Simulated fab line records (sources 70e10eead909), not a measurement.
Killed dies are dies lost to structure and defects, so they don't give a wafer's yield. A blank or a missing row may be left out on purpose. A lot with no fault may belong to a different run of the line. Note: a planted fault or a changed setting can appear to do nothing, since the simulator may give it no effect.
Comparing a struck lot with a sound one || flow nand harc || 15 out of 1159 route steps
Sound: wafers L509.1, L509.2, L509.3. Wafers struck: L519.1, L519.3, L519.5. The cause is given at the end.
Order at every step that has rows: each side's tool, ch and its chambers, its first start. Under that, the readings that differ: sound wafers || struck wafers || difference of the means || sigmas: that difference in standard deviations of wafers without a fault.
alike: same words and numbers on both sides, and readings whose means sit less than 2 such deviations apart. not compared: any withheld reading, any reading some wafer has no value for, any bound like >300 that may hide the same value, and any number with overlapping values for which the record gives no deviation.
The two part at a step that has a row with sigmas, a row that says differs or no value, or rows on one side only. Non-overlapping numbers with no deviation appear without sigmas and do not part them. A reading missing from all wafers of one side parts the sides only when that side holds two or more wafers.

first, 1 step without rows for these wafers: NHARC_P_ZERO_WELL_HARDBAKE_53 (time 80 s).
NHARC_P_ZERO_WELL_DESCUM_54: chemistry O2, time 3 s.
  sound on rie diel-11 ch 1,2,3, day 2 17:55; struck on rie diel-11 ch 2,3, day 5 05:47
  alike: drypump motor current A, oes product au, rf vpp V, showerhead plenum p Torr, throttle valve pct
  not compared: rf hours counter h
then, 5 steps without rows for these wafers: NHARC_P_ZERO_WELL_IMPLANT_55; NHARC_P_ZERO_WELL_IMPLANT_61; NHARC_P_ZERO_WELL_STRIP_56 (strips in SPM, time 840 s); NHARC_P_ZERO_WELL_PRECLEAN_68 (cleans in SC1, time 60 s); NHARC_P_ZERO_WELL_SRD_69.
NHARC_P_ZERO_WELL_RTA_42: time 300 s.
  sound on rtp anneal-01 ch 0, day 2 18:54; struck on rtp anneal-02 ch 0, day 5 06:46
{"reading": "lamp power pct (%)", "sound": "30 30 30", "struck": "38 38 38", "difference": "+8", "sigmas": "+2"}
  alike: wafer_temp_C_max
NHARC_P_ZERO_WELL_INSPECT_43:
  struck on defect inspect-02, day 5 07:26; sound on defect inspect-02, day 2 19:34
  alike: raw defect count
then, 3 steps without rows for these wafers: NHARC_P_STI_ETCH_26 (etches SiO2 in dHF, target depth 11 nm); NHARC_P_STI_PRECLEAN_27 (cleans in SC1); NHARC_P_STI_SRD_28.
NHARC_P_STI_OXIDE_29: material SiO2, target thk 10 nm, ox time 1362 s.
  sound on furnace-02 ch 0, day 3 01:29; struck on furnace-01 ch 0, day 5 20:22
{"reading": "zone power top pct (%)", "sound": "38 37 38", "struck": "31 30 31", "difference": -7, "sigmas": -2}
  alike: spike tc lower C
then, 1 step without rows for these wafers: NHARC_P_STI_HM_DEP_30 (deposits Si3N4, target thk 80 nm, time 873 s).
-- record jumps: 18 days between struck wafers' starts before vs after; left off in module P_STI, resumes in module END, first step shown is number 1159 of the route --
NHARC_END_SORT_01:
  sound on prober-01 ch 0, day 21 09:45; struck on prober-02 ch 0, day 23 10:45
  alike: killed at array, killed at other, killed at periphery, killed dies, killed open, killed short

## WHERE THEY PART
Last at NHARC_P_STI_OXIDE_29 as far as this record goes, first at NHARC_P_ZERO_WELL_RTA_42. Later steps at which nothing parts them and some readings are alike: NHARC_END_SORT_01.

WHY: what the simulator had put in
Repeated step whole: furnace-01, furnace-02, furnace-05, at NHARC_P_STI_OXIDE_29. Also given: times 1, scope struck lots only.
